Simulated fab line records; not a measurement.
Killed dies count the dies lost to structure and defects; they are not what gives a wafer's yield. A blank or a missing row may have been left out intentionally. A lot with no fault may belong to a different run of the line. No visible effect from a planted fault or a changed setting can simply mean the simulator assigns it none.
Matching of chambers	flow nandHarc	NHARC_A_STAIRCASE_DEP_301 on pecvd-02: 3 sister chambers
The step deposits SiON, target thk 30 nm. 6 wafers are shown with their chamber, then 7 later ones without.

== EACH WAFER AND ITS CHAMBER ==
wafer	chamber	heaterPowerW (W)
L082.2	2	770
L082.5	1	720
L085.3	1	673
L085.5	0	695
L087.1	2	786
L087.2	0	593

== WAFERS MISSING THEIR CHAMBER ==
wafer	heaterPowerW (W)
L087.3	718
L092.1	651
L092.2	609
L092.5	758
L095.3	646
L095.4	692
L095.5	693

== EACH ONE'S CHAMBER ==
wafer	from the rows above	in truth
L087.3	can't be placed: 1 or 2 or 0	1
L092.1	can't be placed: 0 or 1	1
L092.2	can't be placed: 0 or 1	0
L092.5	can't be placed: 2 or 1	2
L095.3	can't be placed: 0 or 1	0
L095.4	can't be placed: 1 or 0 or 2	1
L095.5	can't be placed: 1 or 0 or 2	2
Placed correctly: 0 of 7. Unplaceable from these rows: 7, with the true chamber sitting among the candidates in 7. Placed wrongly: 0.
How it was worked out, from the rows above alone: a wafer's distance from a chamber is the root of the sum, over the readings, of the square of ((its reading less the chamber's mean) divided by the reading's scatter). The wafer belongs to the nearest chamber; if the next one is less than 2 further off, it can't be placed. Each chamber's mean is taken over the wafers shown for it. The scatter: the root of (the sum of the squares of (reading less its chamber's mean) over the shown wafers, divided by (wafers less chambers)).
